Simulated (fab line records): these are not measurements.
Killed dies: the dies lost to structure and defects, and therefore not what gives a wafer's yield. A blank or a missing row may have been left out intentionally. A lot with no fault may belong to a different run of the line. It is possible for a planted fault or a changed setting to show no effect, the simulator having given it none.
fab line records + flow n5_finfet
record:
- lots: 4
- wafers: 10
- last_day: 19
route steps=1938 shown HKMG_FIN@436 GATE_CUT@465 BEOL_M4@1111 PASSIVATION@1936
lots with no fault: from the same line, run without faults
start_h: start of the lot's first displayed wafer, in hours after the record's first day + wait_h: hours from the lot's prior step to this one + " identical to the entry in the row above + L1.1+2: a single row standing in for several wafers + - value missing, or start not given + * or withheld: withheld + < > ~ a bound
route shown NAME@n: a module of which the file shows steps, and the number in the route of the first + usual: average and standard deviation across the fault-free wafers + same: alike in all rows + chamber/n: place in a boat + sites: readings site by site + _std_site: their standard deviation + _edge_site: inner sites' mean taken away from outer sites' mean + radius_mm: for every site, how far away it sits from the centre of the wafer + mask NAME#n: copy n + behind: tool/chamber where the wafer was last shaped + hold: reason for holding the lot/hours on hold/outcome of the hold + device: the transistor (n, p or np) that didn't switch + end of line: tests run on the same wafers once the route is complete + where a step has no rows: the recipe by itself + killed: dies that structure and defects cost at the first sort, which is not the same as the wafer's yield + map: a wafer's dies, marking killed ones x, the rest . and places with no die _
set.NAME: the setting the step ran with; set.NAME@STEP: the setting that earlier step ran with + model.NAME: the simulator's own value behind a step, which no gauge read
lots at some steps of the route; a table a step, a row a wafer
services: when a tool's chamber went out of use (start_h, in hours from the record's first day, below 0 if earlier), for how many hours, and the reason
== steps ==
step: N5_HKMG_FIN_STRIP_33
recipe:
- chemistry: N2/H2
- temp_c: 40
- n2_flow_sccm: 200
- h2_flow_sccm: 200
- rf_frequency_hz: 6e+07
step: N5_HKMG_FIN_STRIP_34
recipe:
- chemistry: CF4
- resist: SiARC
- power_w: 300
- bias_power_w: 75
- pressure_mtorr: 50
- cf4_flow_sccm: 150
- rf_frequency_hz: 6e+07
step: N5_HKMG_FIN_ETCH_35
recipe:
- chemistry: N2/H2
- target: SOC
- target_depth_a: 2158
- ion_energy_ev: 65
- bias_w: 5
- source_w: 3000
- time_s: 243.4
- pressure_mtorr: 30
- n2_flow_sccm: 200
- h2_flow_sccm: 200
step: N5_HKMG_FIN_STRIP_92
recipe:
- chemistry: N2/H2
- material: SOC
- time_s: 20
- power_w: 500
- temp_c: 40
- pressure_mtorr: 50
- rf_frequency_hz: 6e+07
- bias_power_w: 8
- h2_frac: 0.5
- n2_flow_sccm: 300
- h2_flow_sccm: 300
step: N5_HKMG_FIN_WET_ETCH_18
recipe:
- chemistry: SC1
- target: TiN
- mix: 1:1:5
- temp_c: *
- time_s: 55
- target_depth_nm: 5.2
- dry: ipa_marangoni
- rinse_time_s: 30
- rinse_temp_c: 23
step: N5_HKMG_FIN_STRIP_19
recipe:
- chemistry: N2/H2
- power_w: 2500
- temp_c: 300
- h2_frac: 0.65
- time_s: 360
- pressure_mtorr: withheld
- n2_flow_sccm: 1750
- h2_flow_sccm: 3250
step: N5_HKMG_FIN_ALD_91
recipe:
- material: TiN
- target_thk_a: 10
- temp_c: 400
- ald_precursor_family: TiCl4
- ald_co_reactant: NH3
- pulse_time_s: 1
- purge_time_s: 3
- co_reactant_purge_time_s: 2
- co_reactant_pulse_time_s: 2
- ald_cycles: 47
- pressure_torr: 3
step: N5_HKMG_FIN_COAT_85
recipe:
- resist: SOC
- temp_c: 250
- time_s: 60
- spin_rpm: 1500
- resist_thk_nm: 300
step: N5_HKMG_FIN_ETCH_86
recipe:
- chemistry: N2/H2
- target: SOC
- target_depth_a: 3932
- stop_on: TiN
- ion_energy_ev: 100
- bias_w: 61
- pressure_mtorr: 30
- source_w: 850
- n2_flow_sccm: 200
- h2_flow_sccm: 200
step: N5_HKMG_FIN_STRIP_89
recipe:
- chemistry: N2/H2
- material: SOC
- time_s: 20
- power_w: 500
- temp_c: 40
- pressure_mtorr: 50
- rf_frequency_hz: 6e+07
- bias_power_w: 8
- h2_frac: 0.5
- n2_flow_sccm: 300
- h2_flow_sccm: 300
step: N5_HKMG_FIN_WET_ETCH_87
recipe:
- chemistry: SC1
- target: TiN
- mix: 1:2:40
- temp_c: 50
- time_s: 154.2
- target_depth_nm: 4.7
- dry: ipa_marangoni
- rinse_time_s: 30
- rinse_temp_c: 23
step: N5_HKMG_FIN_STRIP_88
recipe:
- chemistry: N2/H2
- power_w: 2500
- temp_c: 300
- h2_frac: 0.65
- time_s: 360
- pressure_mtorr: withheld
- n2_flow_sccm: 1750
- h2_flow_sccm: 3250
step: N5_HKMG_FIN_NWFM_ALD_20
recipe:
- material: TiAlC
- target_thk_a: 20
- temp_c: 300
- ald_precursor_family: TiCl4
- ald_co_reactant: TEA
- pulse_time_s: 3
- purge_time_s: 2
- co_reactant_purge_time_s: 2
- co_reactant_pulse_time_s: 10
- ald_cycles: 7
- pressure_torr: 3
usual:
- ald_cycles: 7/0
- heater_power_w: 487/59
- precursor_pulse_height_rel: 0.998/0.021
same:
- co_reactant_pulse_time_s: 10
| lot.wafer | tool         | chamber | start_h | wait_h | ald_cycles | heater_power_w | precursor_pulse_height_rel | model.TiAlC_of_HKMG_FIN_NWFM_ALD_20.thk_nm |
|-----------|--------------|---------|---------|--------|------------|----------------|----------------------------|--------------------------------------------|
| L425.2    | ald_metal-03 | 2       | 117.40  | 0.3    | 7          | 562            | 1.007                      | 2                                          |
| L425.3    | "            | 1       | "       | "      | 7          | 497            | 0.976                      | 2                                          |
| L425.5    | "            | 1       | "       | "      | 7          | 487            | 1.039                      | 2                                          |
| L426.2    | ald_metal-03 | 0       | 128.04  | 0.3    | 5          | 445            | 0.972                      | 1.4                                        |
| L426.5    | "            | 0       | "       | "      | 7          | 461            | 1.024                      | 2                                          |
| L432.2    | ald_metal-03 | 1       | 166.88  | 0.3    | 5          | 487            | 0.983                      | 1.4                                        |
| L432.4    | "            | 3       | "       | "      | 7          | 561            | 0.975                      | 2                                          |
| L440.1    | ald_metal-01 | 3       | 209.59  | 0.3    | 7          | 431            | 0.970                      | 2                                          |
| L440.2    | "            | 1       | "       | "      | 7          | 584            | 1.007                      | 2                                          |
| L440.6    | "            | 0       | "       | "      | 7          | 530            | 0.993                      | 2                                          |
step: N5_HKMG_FIN_ALD_71
recipe:
- material: TiN
- target_thk_a: 10
- temp_c: 400
- ald_precursor_family: TiCl4
- ald_co_reactant: NH3
- pulse_time_s: 1
- purge_time_s: 3
- co_reactant_purge_time_s: 2
- co_reactant_pulse_time_s: 2
- ald_cycles: 47
- pressure_torr: 3
step: N5_HKMG_FIN_COAT_66
recipe:
- resist: SOC
- temp_c: 250
- time_s: 60
- spin_rpm: 1500
- resist_thk_nm: 300
step: N5_HKMG_FIN_ETCH_67
recipe:
- chemistry: N2/H2
- target: SOC
- target_depth_a: 3889
- stop_on: TiN
- ion_energy_ev: 100
- bias_w: 61
- pressure_mtorr: 30
- source_w: 850
- n2_flow_sccm: 200
- h2_flow_sccm: 200
step: N5_HKMG_FIN_STRIP_90
recipe:
- chemistry: N2/H2
- material: SOC
- time_s: 20
- power_w: 500
- temp_c: 40
- pressure_mtorr: 50
- rf_frequency_hz: 6e+07
- bias_power_w: 8
- h2_frac: 0.5
- n2_flow_sccm: 300
- h2_flow_sccm: 300
step: N5_HKMG_FIN_WET_ETCH_73
recipe:
- chemistry: SC1
- mix: 1:2:40
- temp_c: 50
- time_s: 42.3
- target_depth_nm: 1.3
- dry: ipa_marangoni
- rinse_time_s: 30
- rinse_temp_c: 23
step: N5_HKMG_FIN_ETCHBACK_68
recipe:
- chemistry: Cl2/Ar
- stop_on: HfO2
- target_depth_a: 5
- pressure_mtorr: 10
- icp_w: 600
- bias_w: 60
- Cl2_flow_sccm: 40
- Ar_flow_sccm: 60
step: N5_HKMG_FIN_STRIP_69
recipe:
- chemistry: N2/H2
- power_w: 2500
- temp_c: 300
- h2_frac: 0.65
- time_s: 360
- pressure_mtorr: withheld
- n2_flow_sccm: 1750
- h2_flow_sccm: 3250
step: N5_HKMG_FIN_ALD_21
recipe:
- material: TiN
- target_thk_a: 15
- temp_c: 400
- ald_precursor_family: TiCl4
- ald_co_reactant: NH3
- pulse_time_s: 1
- purge_time_s: 3
- co_reactant_purge_time_s: 2
- co_reactant_pulse_time_s: 2
- ald_cycles: 68
- pressure_torr: 3
step: N5_HKMG_FIN_ALD_72
recipe:
- material: W
- target_thk_a: 20
- temp_c: 300
- pressure_torr: 7.5
- ald_precursor_family: WF6
- ald_co_reactant: B2H6
- pulse_time_s: 1
- purge_time_s: 2
- co_reactant_purge_time_s: 2
- co_reactant_pulse_time_s: 3
- ald_cycles: 7
step: N5_HKMG_FIN_W_FILL_22
recipe:
- material: W
- target_thk_a: 600
- temp_c: 400
- pressure_torr: 39.4
- time_s: 18.2
step: N5_HKMG_FIN_PRECLEAN_83
recipe:
- chemistry: DIW
- time_s: 57.5
- temp_c: 23
step: N5_HKMG_FIN_SRD_84
recipe:
- dry_time_s: 32
- dry: n2_spin
- spin_rpm: 1500
step: N5_HKMG_FIN_CMP_23
recipe:
- stop_on: SiNx
- t_overpolish_s: 10
- post_cmp_clean: rinse_only
- down_force_psi: 4
- platen_rpm: 50.289
- pad_velocity_m_s: 1.0006
- target_thk_nm: 46.326
step: N5_HKMG_FIN_CMP_94
recipe:
- stop_on: SiNx
- post_cmp_clean: w_dilute_nh4oh
- t_overpolish_s: 4.7
- down_force_psi: 4
- platen_rpm: 50.289
- pad_velocity_m_s: 1.0006
- target_thk_nm: 43.299
step: N5_GATE_CUT_ETCHBACK_00
recipe:
- chemistry: SF6/Cl2
- target: W
- pressure_mtorr: 8
- icp_w: 900
- bias_w: 80
- SF6_flow_sccm: 40
- Cl2_flow_sccm: 60
step: N5_GATE_CUT_ETCH_56
recipe:
- chemistry: Cl2/Ar
- target: TiN
- target_depth_a: 216
- pressure_mtorr: 10
- icp_w: 600
- bias_w: 60
- Cl2_flow_sccm: 40
- Ar_flow_sccm: 60
step: N5_GATE_CUT_ETCHBACK_30
recipe:
- chemistry: Cl2/Ar
- target: TiN
- target_depth_a: 30
- mode: isotropic
- pressure_mtorr: 10
- icp_w: 600
- bias_w: 60
- Cl2_flow_sccm: 40
- Ar_flow_sccm: 60
step: N5_GATE_CUT_VAPOR_ETCH_60
recipe:
- chemistry: BCl3/Cl2
- target: HfO2
- mode: isotropic
step: N5_GATE_CUT_ETCH_58
recipe:
- chemistry: CH3F/O2
- target: SiNx
- target_depth_a: 170
- time_s: 128.6
- ion_energy_ev: 50
- pressure_mtorr: 30
- source_w: 415
- bias_w: 21
- Ar_flow_sccm: 150
- CH3F_flow_sccm: 30
- O2_flow_sccm: 20
step: N5_GATE_CUT_STRIP_59
recipe:
- chemistry: N2/H2
- time_s: 20
- power_w: 100
- temp_c: 40
- pressure_mtorr: 100
- rf_frequency_hz: 6e+07
- bias_power_w: 3
- n2_flow_sccm: 300
- h2_flow_sccm: 300
step: N5_GATE_CUT_PRECLEAN_31
recipe:
- temp_c: 23
- chemistry: DIW
- time_s: 300
step: N5_GATE_CUT_SRD_32
recipe:
- time_s: 30
- temp_c: 23
- rinse_liquid: diw
- dry: ipa_marangoni
step: N5_GATE_CUT_SAC_CAP_01
recipe:
- material: SiNx
- target_thk_a: 240
- temp_c: 400
- ald_precursor_family: SiH2I2
- ald_co_reactant: N2/H2-plasma
- pulse_time_s: 1
- ald_cycles: 480
- purge_time_s: 2
- co_reactant_purge_time_s: 2
- pressure_torr: 2
step: N5_GATE_CUT_PECVD_57
recipe:
- material: SiNx
- target_thk_a: 210
- temp_c: 400
- precursor: SiH4/NH3/N2
- pressure_torr: 1.5
- rf_w: 300
step: N5_GATE_CUT_CMP_02
recipe:
- stop_on: SiO2
- t_overpolish_s: 12.7
- post_cmp_clean: alkaline_brush
- down_force_psi: 2.5
- platen_rpm: 51.8
- pad_velocity_m_s: 1.0307
- target_thk_nm: 0
step: N5_GATE_CUT_HM_DEP_46
recipe:
- material: SiO2
- target_thk_a: 1300
- temp_c: 400
- precursor: TEOS/O2
- pressure_torr: 6.5
- rf_w: 900
- teos_flow_sccm: 161.4
- gas: O2
- flow_sccm: 2650
- time_s: 26.6
step: N5_BEOL_M4_RC_MEAS_101
usual:
- DIBL_N: 36.0/2.2
- DIBL_P: 36.2/2.4
- IOFF_N: 0.16/0.035
- IOFF_N_85C: 3.1/0.57
- IOFF_N_LIN: 0.073/0.013
- IOFF_N_LONG: 5.49e-05/1.8e-06
- IOFF_P: 0.21/0.037
- IOFF_P_85C: 3.6/0.54
- IOFF_P_LIN: 0.099/0.013
- IOFF_P_LONG: 0.000105/6.9e-06
- ION_N: 672/13
- ION_P: 461/7
- SS_N: 71.4/0.69
- SS_P: 73.2/0.75
- VT_N: 250/3.4
- VT_N_LONG: 275.3/1.9
- VT_N_LVT: 99/3.6
- VT_P: -251/3
- VT_P_LONG: -275.6/2.6
- VT_P_LVT: -99.1/2.7
| lot.wafer | tool      | chamber | start_h | wait_h | DIBL_N[mV/V] | DIBL_P[mV/V] | IOFF_N[nA/um] | IOFF_N_85C[nA/um] | IOFF_N_LIN[nA/um] | IOFF_N_LONG[nA/um] | IOFF_P[nA/um] | IOFF_P_85C[nA/um] | IOFF_P_LIN[nA/um] | IOFF_P_LONG[nA/um] | ION_N[uA/um] | ION_P[uA/um] | SS_N[mV/dec] | SS_P[mV/dec] | VT_N[mV] | VT_N_LONG[mV] | VT_N_LVT[mV] | VT_P[mV] | VT_P_LONG[mV] | VT_P_LVT[mV] |
|-----------|-----------|---------|---------|--------|--------------|--------------|---------------|-------------------|-------------------|--------------------|---------------|-------------------|-------------------|--------------------|--------------|--------------|--------------|--------------|----------|---------------|--------------|----------|---------------|--------------|
| L425.2    | prober-02 | 0       | 235.85  | 0.2    | 37.9         | 39.0         | 0.19          | 3.8               | 0.088             | 5.64e-05           | 0.27          | 4.6               | 0.121             | 0.000109           | 677          | 463          | 71.8         | 74.1         | 246      | 270.4         | 96           | -249     | -276.5        | -96.1        |
| L425.3    | "         | 0       | "       | "      | 34.0         | 33.4         | 0.13          | 2.6               | 0.065             | 5.78e-05           | 0.17          | 3.1               | 0.090             | 0.000108           | 679          | 462          | 69.7         | 72.4         | 249      | 273.2         | 99           | -250     | -273.1        | -101.5       |
| L425.5    | "         | 0       | "       | "      | 38.6         | 39.8         | 0.23          | 4.2               | 0.102             | 5.76e-05           | 0.29          | 4.9               | 0.133             | 0.000115           | 692          | 477          | 71.1         | 74.2         | 241      | 270.7         | 93           | -245     | -270.0        | -93.9        |
| L426.2    | prober-01 | 0       | 240.85  | 0.2    | 36.1         | 36.7         | 0.03          | 0.7               | 0.012             | 2.44e-05           | 0.30          | 4.9               | 0.145             | 0.000139           | 568          | 480          | 71.7         | 73.5         | 298      | 323.3         | 145          | -239     | -263.7        | -87.3        |
| L426.5    | "         | 0       | "       | "      | 37.6         | 37.9         | 0.18          | 3.5               | 0.082             | 5.34e-05           | 0.22          | 3.8               | 0.100             | 9.3e-05            | 682          | 462          | 71.8         | 73.2         | 248      | 275.6         | 95           | -251     | -279.6        | -98.2        |
| L432.2    | prober-02 | 0       | 302.26  | 0.2    | 35.6         | 36.1         | 0.03          | 0.7               | 0.011             | 2.5e-05            | 0.32          | 5.3               | 0.153             | 0.000155           | 547          | 474          | 71.3         | 73.6         | 300      | 328.4         | 152          | -240     | -262.0        | -87.1        |
| L432.4    | "         | 0       | "       | "      | 35.8         | 36.4         | 0.15          | 3.0               | 0.071             | 5.37e-05           | 0.20          | 3.5               | 0.094             | 0.000105           | 672          | 458          | 71.1         | 73.3         | 252      | 275.8         | 101          | -253     | -277.4        | -100.9       |
| L440.1    | prober-02 | 0       | 338.03  | 0.0    | 31.7         | 32.4         | 0.11          | 2.3               | 0.055             | 5.62e-05           | 0.14          | 2.5               | 0.073             | 9.9e-05            | 658          | 455          | 70.7         | 72.2         | 257      | 273.4         | 103          | -258     | -276.5        | -105.3       |
| L440.2    | "         | 0       | "       | "      | 32.4         | 33.1         | 0.11          | 2.3               | 0.056             | 5.63e-05           | 0.15          | 2.7               | 0.078             | 0.000101           | 669          | 459          | 70.8         | 72.2         | 255      | 274.0         | 102          | -256     | -279.8        | -104.3       |
| L440.6    | "         | 0       | "       | "      | 31.6         | 31.1         | 0.11          | 2.2               | 0.054             | 5.74e-05           | 0.13          | 2.5               | 0.072             | 0.000103           | 657          | 447          | 70.8         | 71.9         | 253      | 275.8         | 103          | -255     | -277.4        | -105.6       |
step: N5_PASSIVATION_PROBE_49
usual:
- defect_limited_yield: 91.2/1.4
- killed_at_M0_to_M3: 34/9.4
- killed_at_M4_up: 14/5.6
- killed_at_contacts: 13/7.8
- killed_at_front_end: 37/10
- killed_at_other: 4/3.3
- killed_dies: 103/17
- killed_open: 68/13
- killed_short: 33/8.2
- sort_bin_5_function: 5.1/0.92
- sort_bin_6_memory: 3.3/0.71
- sort_bin_8_speed: 0.01/0.043
- sort_n_pass: 1077/17
- sort_yield_pct: 91.2/1.4
same:
- gross_dies: 1180
- killed_at_back_side: 0
- sort_bin_4_leakage[%]: 0
| lot.wafer | tool      | chamber | start_h | wait_h | defect_limited_yield[%] | killed_at_M0_to_M3 | killed_at_M4_up | killed_at_contacts | killed_at_front_end | killed_at_other | killed_dies | killed_open | killed_short | sort_bin_5_function[%] | sort_bin_6_memory[%] | sort_bin_8_speed[%] | sort_n_pass | sort_yield_pct[%] |
|-----------|-----------|---------|---------|--------|-------------------------|--------------------|-----------------|--------------------|---------------------|-----------------|-------------|-------------|--------------|------------------------|----------------------|---------------------|-------------|-------------------|
| L426.2    | prober-02 | -       | 347.19  | 0.1    | 93.6                    | 22                 | 11              | 8                  | 34                  | 1               | 76          | 45          | 27           | 3.5                    | 2.4                  | 93.56               | 0           | 0                 |
| L426.5    | prober-02 | -       | 347.34  | 0.2    | 94.4                    | 30                 | 1               | 8                  | 24                  | 3               | 66          | 43          | 23           | 3.0                    | 2.2                  | 0                   | 1114        | 94.4              |
| L432.2    | prober-02 | -       | 418.72  | 0.1    | 91.6                    | 38                 | 12              | 4                  | 36                  | 9               | 99          | 68          | 27           | 4.7                    | 3.3                  | 91.61               | 0           | 0                 |
| L440.1    | prober-02 | -       | 452.51  | 0.0    | 93.7                    | 27                 | 8               | 3                  | 32                  | 4               | 74          | 41          | 32           | 3.6                    | 2.3                  | 0                   | 1106        | 93.7              |
| L440.2    | prober-02 | -       | 452.56  | 0.1    | 91.3                    | 40                 | 14              | 9                  | 35                  | 5               | 103         | 56          | 42           | 5.2                    | 2.7                  | 0                   | 1077        | 91.3              |
| L440.6    | prober-02 | -       | 452.76  | 0.3    | 90.7                    | 39                 | 20              | 10                 | 34                  | 7               | 110         | 76          | 34           | 5.8                    | 3.3                  | 0                   | 1070        | 90.7              |
killed by level:class
L426.2 BEOL_M3:geometric_particle:open=8 BEOL_M4:geometric_particle:open=6 ILD0:geometric_particle:short=5 MOL_CONTACT_COAG:geometric_particle:open=5 STARTING-WAFER:geometric_particle:open=5 DUMMY_GATE:geometric_particle:open=4 STARTING-WAFER:geometric_particle:short=4 HKMG_FIN:area_etch=4
L426.5 BEOL_M0_SAQP:geometric_particle:open=13 FIN_SAQP:geometric_particle:short=4 STI_FIN_REVEAL:geometric_particle:open=4 MOL_CONTACT_COAG:geometric_particle:short=4 MOL_CONTACT_COAG:geometric_particle:open=4 BEOL_M0_SAQP:geometric_particle:short=4 BEOL_M2:geometric_particle:open=4 BEOL_M3:geometric_particle:open=4
L432.2 BEOL_M3:geometric_particle:open=14 FIN_SAQP:geometric_particle:open=8 STI_FIN_REVEAL:geometric_particle:open=8 BEOL_M1:geometric_particle:open=5 BEOL_M2:geometric_particle:open=5 MOL_CONTACT_COAG:geometric_particle:open=4 BEOL_M0:geometric_particle:open=4 BEOL_M3:geometric_particle:short=4
L440.1 STI_FIN_REVEAL:geometric_particle:open=7 BEOL_M2:geometric_particle:open=7 FIN_SAQP:geometric_particle:short=6 BEOL_M0_SAQP:geometric_particle:short=5 FIN_SAQP:geometric_particle:open=4 BEOL_M0_SAQP:geometric_particle:open=4 BEOL_M2:geometric_particle:short=4 BEOL_M3:geometric_particle:open=4
L440.2 BEOL_M2:geometric_particle:open=15 BEOL_M0_SAQP:geometric_particle:short=10 BEOL_M4:geometric_particle:open=9 MOL_CONTACT_COAG:geometric_particle:open=8 FIN_SAQP:geometric_particle:short=7 BEOL_M2:geometric_particle:short=7 STI_FIN_REVEAL:geometric_particle:open=5 HKMG_FIN:area_etch=5
L440.6 BEOL_M2:geometric_particle:open=12 BEOL_M4:geometric_particle:open=11 MOL_CONTACT_COAG:geometric_particle:open=9 STI_FIN_REVEAL:geometric_particle:open=8 BEOL_M2:geometric_particle:short=8 BEOL_M3:geometric_particle:open=8 DUMMY_GATE:geometric_particle:open=5 BEOL_M0_SAQP:geometric_particle:short=5
map L426.2 (x killed, . not)
_________________............________________
______________...............x.._____________
___________........................__________
__________...x.x.x..............x..x_________
________x.........x.........x........._______
_______.........x.....x.....x..........______
______.................x................_____
_____x.....x...............xx............____
____......................................___
___.......x..........x.....................__
___.............x........................x.__
__................x........................._
__....x..............x............x........._
_...................................x........
_.........xx........x...x........x.x..x......
_..x............................x..x........x
_........x..x..................x.............
_..........x......................x.....x....
_..........x..xx.............x.........x.....
_....................x............x...x......
_.x........x.................x.........x.....
__......................................x..._
__.........................................._
___.......................x.......x..x.....__
___.....................x................x.__
____..........................x...........___
_____.........xx........................x____
______.................................._____
_______x......x........................______
________.............................._______
__________...............x.........._________
___________...........x............__________
______________.x...x....xxx....._____________
_________________.......x..x.________________
map L432.4 (x killed, . not)
_________________x.....x.....________________
______________.................x_____________
___________........................__________
__________...........xx......x...x.x_________
________.............................._______
_______.........xx.....x.........x.....______
______...x....xx..............x..x......_____
_____.........................x.......xx.____
____.....................x..x.............___
___.xx.x....x................x.............__
___.........x..........x......x.......x....__
__..x......................................._
__...xx...x................x......x........._
_.......x..x.......x..x.x..x.............x...
_...................x........................
_.......................x.........x.x...xxx..
_.................x........x.x.x.............
_............................................
_............x................x..............
_......x..............x....x......x.x...x....
_....................x..................x.x..
__..................x...x...x.....x...x.x..._
__.......................x....x....x........_
___............................x...........__
___.......x..........................x.x...__
____..x..x.xx............x........x.x.....___
_____....x......x...................x...x____
______.................................x_____
_______x....x..........x...............______
________...............x.........x..x._______
__________....x.......x............._________
___________x...............x.......__________
______________.......x.........._____________
_________________.....x......________________
== services ==
| tool         | chamber | start_h | hours | kind   |
|--------------|---------|---------|-------|--------|
| ald_metal-03 | -       | 141.03  | 0.8   | repair |
== key ==
first_sign:
- step: N5_HKMG_FIN_NWFM_ALD_20
- reading: ald_cycles
- direction: down
- sigmas: 99+
- usual: *
- struck: *
effect:
- step: N5_BEOL_M4_RC_MEAS_101
- reading: VT_N_LONG
- direction: up
- sigmas: 27
- usual: 275.3
- struck: 325.8
effect:
- step: N5_BEOL_M4_RC_MEAS_101
- reading: IOFF_N_LONG
- direction: down
- sigmas: 17
- usual: 5.49e-05
- struck: 2.47e-05
effect:
- step: N5_BEOL_M4_RC_MEAS_101
- reading: VT_N
- direction: up
- sigmas: 14
- usual: 250
- struck: 299
effect:
- step: N5_BEOL_M4_RC_MEAS_101
- reading: VT_N_LVT
- direction: up
- sigmas: 14
- usual: 99
- struck: 149
effect:
- step: N5_BEOL_M4_RC_MEAS_101
- reading: ION_N
- direction: down
- sigmas: 9.1
- usual: 672
- struck: 558
effect:
- step: N5_BEOL_M4_RC_MEAS_101
- reading: IOFF_P_LONG
- direction: up
- sigmas: 6.1
- usual: 0.000105
- struck: 0.000147
effect:
- step: N5_BEOL_M4_RC_MEAS_101
- reading: VT_P_LONG
- direction: up
- sigmas: 4.9
- usual: -275.6
- struck: -262.9
effect:
- step: N5_BEOL_M4_RC_MEAS_101
- reading: IOFF_N_LIN
- direction: down
- sigmas: 4.6
- usual: 0.073
- struck: 0.012
effect:
- step: N5_BEOL_M4_RC_MEAS_101
- reading: VT_P_LVT
- direction: up
- sigmas: 4.4
- usual: -99.1
- struck: -87.2
effect:
- step: N5_BEOL_M4_RC_MEAS_101
- reading: IOFF_N_85C
- direction: down
- sigmas: 4.2
- usual: 3.1
- struck: 0.7
effect:
- step: N5_BEOL_M4_RC_MEAS_101
- reading: IOFF_P_LIN
- direction: up
- sigmas: 3.8
- usual: 0.099
- struck: 0.149
effect:
- step: N5_BEOL_M4_RC_MEAS_101
- reading: IOFF_N
- direction: down
- sigmas: 3.7
- usual: 0.16
- struck: 0.03
effect:
- step: N5_PASSIVATION_PROBE_49
- reading: sort_bin_8_speed
- direction: up
- sigmas: 99+
- usual: 0.01
- struck: 92.58
model_effect:
- step: N5_HKMG_FIN_NWFM_ALD_20
- value: TiAlC_of_HKMG_FIN_NWFM_ALD_20.thk_nm
- without: 2
- struck: 1.4
met_at N5_HKMG_FIN_NWFM_ALD_20
struck_wafers L426.2,L432.2
onset_between 117.40 128.04
fault:
- kind: process_parameter_drift
- tool: ald_metal-03
- chamber: -
- onset_h: 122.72
- steps: N5_HKMG_FIN_NWFM_ALD_20
- channel: ald_cycles
- offset: *
- shape: step
- end_h: 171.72
- scope: struck_wafers_only
- acts_in: *
- stated: *
